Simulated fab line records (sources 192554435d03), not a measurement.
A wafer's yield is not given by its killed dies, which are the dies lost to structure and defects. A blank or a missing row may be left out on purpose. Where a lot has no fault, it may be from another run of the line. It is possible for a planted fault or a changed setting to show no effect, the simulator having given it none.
Problem report, 8D (eight disciplines) form, completed by code || flow n5Finfet || the parts of the form that need people (team, actions taken, sign-off) are left out

== 1. PROBLEM STATEMENT ==
At N5_STI_FIN_REVEAL_RECESS_09, tempC averages 31.73 C over 6 wafers from 2 lots, while fault-free wafers read 30.00 C, standard deviation 0.11. That is +16 standard deviations from the usual mean.
The step: chemistry HF/NH3, target SiO2, afs cycles 11, target depth 42.5 nm, sublimation time 60 s.
The first sign was on wafer L946.4 at day 6 06:13, on vaporEtch-01. The record has a number at this step for 12 wafers belonging to 4 lots. Rule for "out" (also "out of limits"): further than 4 standard deviations from the usual mean. The rest of the wafers with a number are treated as sound.

== 2. WHAT IT IS, WHAT IT ISN'T ==
{"question": "which readings at this step", "is": "tempC", "is not": "drypumpMotorCurrentA"}
{"question": "which lots", "is": "L946, L947", "is not": "L932, L954"}
{"question": "which wafers of those lots", "is": "all that have a number", "is not": "-"}
{"question": "read on which tools", "is": "vaporEtch-01", "is not": "vaporEtch-02"}
{"question": "when", "is": "from day 6 06:13", "is not": "up to then (3 sound wafers); but 3 sound wafers of L954 came after"}

== 3. SUSPECTS, AND WHAT RULES EACH OUT ==
Counting: any tool at a process step up to the reading is kept as a suspect provided that every lot that is out went through it and no sound lot did after the first of them.
- vaporEtch-01 at N5_STI_FIN_REVEAL_RECESS_09 (chemistry HF/NH3, target SiO2, afs cycles 11, target depth 42.5 nm, sublimation time 60 s): kept. All lots that are out passed through it, beginning with L946 at day 6 06:13, and no sound lot followed; its final sound lot before that point was L932 at day 2 16:41. On those wafers its own readings are out: tempC.
The count leaves vaporEtch-01 at N5_STI_FIN_REVEAL_RECESS_09.

== 4. THE CAUSE (what the simulator had put in) ==
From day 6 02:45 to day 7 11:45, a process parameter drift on vaporEtch-01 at N5_STI_FIN_REVEAL_RECESS_09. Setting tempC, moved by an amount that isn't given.
The count eliminated every tool but this one.

== 5. THE CHAIN OF EFFECTS, in route order ==
Rows list readings where the struck wafers' mean (over those with a number) sits beyond 3 standard deviations from the usual. Only readings whose record carries a usual standard deviation are examined. hours: median over the lots of the time between each lot's start at the first step of this table that gives one and its start at this step. sigmas: the change, counted in usual standard deviations.
{"hours": 0, "step": "N5_STI_FIN_REVEAL_RECESS_09", "reading": "tempC", "usual": "30.00 C", "on struck wafers": 31.73, "change": "+1.73", "sigmas": "+16"}
{"hours": 136, "step": "N5_BEOL_M4_RC_MEAS_101", "reading": "ION_N", "usual": "680 uA/um", "on struck wafers": 646, "change": -34, "sigmas": -3.1}
{"hours": 136, "step": "N5_BEOL_M4_RC_MEAS_101", "reading": "ION_P", "usual": "465 uA/um", "on struck wafers": 443, "change": -22, "sigmas": -3.2}
{"hours": 245, "step": "N5_PASSIVATION_PROBE_49", "reading": "sort_bin_8_speed", "usual": "0.00 %", "on struck wafers": 1.54, "change": "+1.54", "sigmas": "+99 or more"}
The process steps in it:
- N5_STI_FIN_REVEAL_RECESS_09: chemistry HF/NH3, target SiO2, afs cycles 11, target depth 42.5 nm, sublimation time 60 s.
- N5_PASSIVATION_PROBE_49
At these later measuring or inspecting steps, every struck wafer for which the step has a row has a number for every such reading, and none has moved that far: N5_STI_FIN_REVEAL_FIN_H_MEAS_10.

== 6. WHAT WOULD HAVE CAUGHT IT SOONER ==
First out-of-limits reading in this record: day 6 06:13, which is 3 hours after fault onset at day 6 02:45.
